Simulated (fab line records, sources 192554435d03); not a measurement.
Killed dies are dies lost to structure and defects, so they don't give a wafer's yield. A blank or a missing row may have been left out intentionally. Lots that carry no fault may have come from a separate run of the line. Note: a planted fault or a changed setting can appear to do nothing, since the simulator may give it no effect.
Which of the tools did it? -- flow n5-finfet -- 30 wafers from 11 lots sampled at 7 of the route's 1938 steps

## WHAT EACH GAUGE READ, for each wafer
N5_FIN_SAQP_CD_MEAS_31 targets a cd of 8 nm. Usual: 8.09 nm for cd-nm, sd 0.21.
lot,measured,on,cd-nm (nm),flag
L964,day 2 03:41,cd-sem-02,7.90 7.69 8.22,
L965,day 2 08:16,cd-sem-03,8.08 7.80 7.96,
L968,day 3 02:18,cd-sem-02,8.23 8.69 8.08,
L969,day 3 08:54,cd-sem-01,7.16 7.99 8.39,
L975,day 4 21:38,cd-sem-01,8.06 8.84,
L976,day 5 04:41,cd-sem-01,7.79 8.08 8.35,
L978,day 5 13:37,cd-sem-01,8.06 7.95 8.27,
L980,day 6 02:14,cd-sem-02,8.04 8.04,
L981,day 6 08:00,cd-sem-02,8.05 8.13 8.01,
L983,day 6 23:22,cd-sem-03,8.43 8.27,
L987,day 7 19:59,cd-sem-03,7.64 7.85 8.15,

N5_FIN_SAQP_INSPECT_40: inspects for defects (brightfield). Usual: 242 for raw-defect-count, sd 66.
lot,measured,on,raw-defect-count,flag
L964,day 2 04:16,defect-inspect-01,249 324 225,
L965,day 2 08:51,defect-inspect-01,152 222 329,
L968,day 3 02:53,defect-inspect-01,137 218 180,
L969,day 3 09:29,defect-inspect-02,231 178 249,
L975,day 4 22:14,defect-inspect-02,323 290,
L976,day 5 05:16,defect-inspect-02,527 719 686,OFF
L978,day 5 14:15,defect-inspect-01,597 589 518,OFF
L980,day 6 02:50,defect-inspect-01,259 287,
L981,day 6 08:35,defect-inspect-01,240 185 160,
L983,day 7 00:26,defect-inspect-01,190 249,
L987,day 7 20:34,defect-inspect-01,237 204 326,

N5_FIN_CUT_INSPECT_10: inspects for defects (brightfield). Usual: 45 for raw-defect-count, sd 12.
lot,measured,on,raw-defect-count,flag
L964,day 2 04:39,defect-inspect-01,47 59 53,
L965,day 2 09:22,defect-inspect-02,44 40 64,
L968,day 3 03:24,defect-inspect-02,22 45 41,
L969,day 3 09:53,defect-inspect-01,50 35 40,
L975,day 4 22:38,defect-inspect-02,43 42,
L976,day 5 05:40,defect-inspect-01,368 413 401,OFF
L978,day 5 14:46,defect-inspect-01,398 381 383,OFF
L980,day 6 03:14,defect-inspect-02,49 45,
L981,day 6 09:06,defect-inspect-01,41 31 34,
L983,day 7 00:57,defect-inspect-01,45 42,
L987,day 7 20:57,defect-inspect-02,32 34 59,

N5_FIN_CUT_INSPECT_17: inspects for defects (brightfield). Usual: 248 for raw-defect-count, sd 65.
lot,measured,on,raw-defect-count,flag
L964,day 2 05:36,defect-inspect-01,259 324 207,
L965,day 2 10:44,defect-inspect-01,155 210 314,
L968,day 3 04:21,defect-inspect-02,160 251 198,
L969,day 3 11:02,defect-inspect-02,245 174 253,
L975,day 4 23:40,defect-inspect-02,317 282,
L976,day 5 06:41,defect-inspect-01,525 686 662,OFF
L978,day 5 15:43,defect-inspect-01,590 597 516,OFF
L980,day 6 04:25,defect-inspect-02,302 325,
L981,day 6 10:03,defect-inspect-01,270 178 183,
L983,day 7 01:54,defect-inspect-01,184 257,
L987,day 7 22:29,defect-inspect-01,245 200 304,

## WHAT TOOL EACH LOT RAN ON (gives the tool, then ch and the chambers of the sampled wafers, and finally the start)
lot,N5_FIN_SAQP_RECESS_63,N5_FIN_SAQP_RECESS_71,N5_FIN_SAQP_SPACER2_ALD_28
L964,"vapor-etch-02 ch 0,1, day 2 02:26","vapor-etch-01 ch 0,1, day 2 02:58","ald-sin-02 ch 0,1,2, day 2 03:04"
L965,"vapor-etch-01 ch 0,1, day 2 06:34","vapor-etch-01 ch 0,1, day 2 07:35","ald-sin-02 ch 1,2, day 2 07:45"
L968,"vapor-etch-02 ch 0,1, day 3 00:53","vapor-etch-01 ch 1, day 3 01:30","ald-sin-03 ch 2,3, day 3 01:46"
L969,"vapor-etch-01 ch 0,1, day 3 07:35","vapor-etch-02 ch 0,1, day 3 08:12","ald-sin-02 ch 1,2,3, day 3 08:20"
L975,"vapor-etch-01 ch 0, day 4 20:17","vapor-etch-02 ch 0,1, day 4 20:59","ald-sin-03 ch 0,1, day 4 21:07"
L976,"vapor-etch-01 ch 0,1, day 5 02:53","vapor-etch-02 ch 0,1, day 5 03:29","ald-sin-03 ch 0,2, day 5 04:01"
L978,"vapor-etch-02 ch 0,1, day 5 12:18","vapor-etch-02 ch 0,1, day 5 12:55","ald-sin-04 ch 0,1,2, day 5 13:04"
L980,"vapor-etch-02 ch 0,1, day 6 00:50","vapor-etch-01 ch 0,1, day 6 01:35","ald-sin-02 ch 1,2, day 6 01:43"
L981,"vapor-etch-02 ch 0,1, day 6 06:43","vapor-etch-01 ch 0,1, day 6 07:20","ald-sin-02 ch 0,2, day 6 07:28"
L983,"vapor-etch-02 ch 0,1, day 6 22:05","vapor-etch-01 ch 1, day 6 22:41","ald-sin-03 ch 2, day 6 22:47"
L987,"vapor-etch-01 ch 0,1, day 7 18:42","vapor-etch-01 ch 0,1, day 7 19:19","ald-sin-02 ch 0,1, day 7 19:27"
- N5_FIN_SAQP_RECESS_63: chemistry HF/NH3, target SiO2, target depth 18 nm, afs cycles 3, sublimation time 60 s.
- N5_FIN_SAQP_RECESS_71: chemistry HF/NH3, target SiO2, target depth 3 nm, afs cycles 1, sublimation time 60 s.
- N5_FIN_SAQP_SPACER2_ALD_28: deposits SiO2, target thk 8.1 nm, pulse time 1 s, purge time 2 s.

## WHAT THE TOOLS THEMSELVES READ (means of the sampled wafers that have a number; where no wafer has one, the mark that the record gives instead)
N5_FIN_SAQP_RECESS_63. Usual: drypump-motor-current-A 5.9 A, standard deviation 0.37; foreline-p-Torr 0.1280 Torr, standard deviation 0.00038.
lot,tool,drypump-motor-current-A (A),foreline-p-Torr (Torr),flag
L964,vapor-etch-02,6.2,0.1280,
L965,vapor-etch-01,5.7,0.1279,
L968,vapor-etch-02,5.9,0.1277,
L969,vapor-etch-01,5.8,0.1278,
L975,vapor-etch-01,5.8,0.1281,
L976,vapor-etch-01,5.7,0.1282,
L978,vapor-etch-02,5.9,0.1282,
L980,vapor-etch-02,6.0,0.1282,
L981,vapor-etch-02,6.1,0.1280,
L983,vapor-etch-02,6.0,0.1283,
L987,vapor-etch-01,5.7,0.1279,

N5_FIN_SAQP_RECESS_71. Usual: drypump-motor-current-A 5.9 A, standard deviation 0.36; foreline-p-Torr 0.1280 Torr, standard deviation 0.00037.
lot,tool,drypump-motor-current-A (A),foreline-p-Torr (Torr),flag
L964,vapor-etch-01,5.7,0.1281,
L965,vapor-etch-01,5.8,0.1282,
L968,vapor-etch-01,5.7,0.1276,
L969,vapor-etch-02,6.1,0.1279,
L975,vapor-etch-02,6.0,0.1275,
L976,vapor-etch-02,5.9,0.1282,
L978,vapor-etch-02,5.9,0.1282,
L980,vapor-etch-01,5.8,0.1280,
L981,vapor-etch-01,5.7,0.1280,
L983,vapor-etch-01,5.7,0.1280,
L987,vapor-etch-01,5.8,0.1279,

N5_FIN_SAQP_SPACER2_ALD_28. Usual: chamber-pressure-Torr 2.001 Torr, standard deviation 0.0048; heater-power-w 460 W, standard deviation 48; precursor-pulse-height-rel 1.001, standard deviation 0.019.
lot,tool,chamber-pressure-Torr (Torr),heater-power-w (W),precursor-pulse-height-rel,flag
L964,ald-sin-02,2.002,423,1.007,
L965,ald-sin-02,2.002,433,1.011,
L968,ald-sin-03,1.997,446,0.985,
L969,ald-sin-02,2.001,471,1.010,
L975,ald-sin-03,1.995,474,1.016,
L976,ald-sin-03,2.000,478,1.011,
L978,ald-sin-04,2.000,458,1.004,
L980,ald-sin-02,2.003,425,1.018,
L981,ald-sin-02,2.003,408,0.997,
L983,ald-sin-03,2.000,504,1.010,
L987,ald-sin-02,2.001,443,0.969,

## THE ANSWER, worked out from the rows above alone
Rule: lot off if the mean of its wafers having a number is beyond 3 standard deviations from the usual mean. A lot without any number at a reading at which 4 lots or more have one is off too. Where the step has rows for the other lots, those lots are counted as sound. The gauges are gone through in route order, then the tools' own readings, and for those a lot's mean is taken as printed above. At the first step where some lot is off, the reading lying furthest off is the one used; lots without a number count as furthest.
Off, at N5_FIN_SAQP_INSPECT_40 on raw-defect-count: L976, L978.
A tool fits if, at a process step before that reading, it ran every lot that is off, and no sound lot after the first of them. Gauges at N5_FIN_SAQP_INSPECT_40: tried the same way as those tools. One candidate fits, namely vapor-etch-02 at N5_FIN_SAQP_RECESS_71. Its last sound lot is L975 (day 4 20:59), its first lot that is off L976 (day 5 03:29): a fault that began between those two fits.

## WHAT THE SIMULATOR HAD INSERTED
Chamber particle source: vapor-etch-02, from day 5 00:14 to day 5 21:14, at N5_FIN_SAQP_RECESS_71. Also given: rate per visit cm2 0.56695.
Shown lots that were struck: L976, L978. The rule given above showed the same thing.
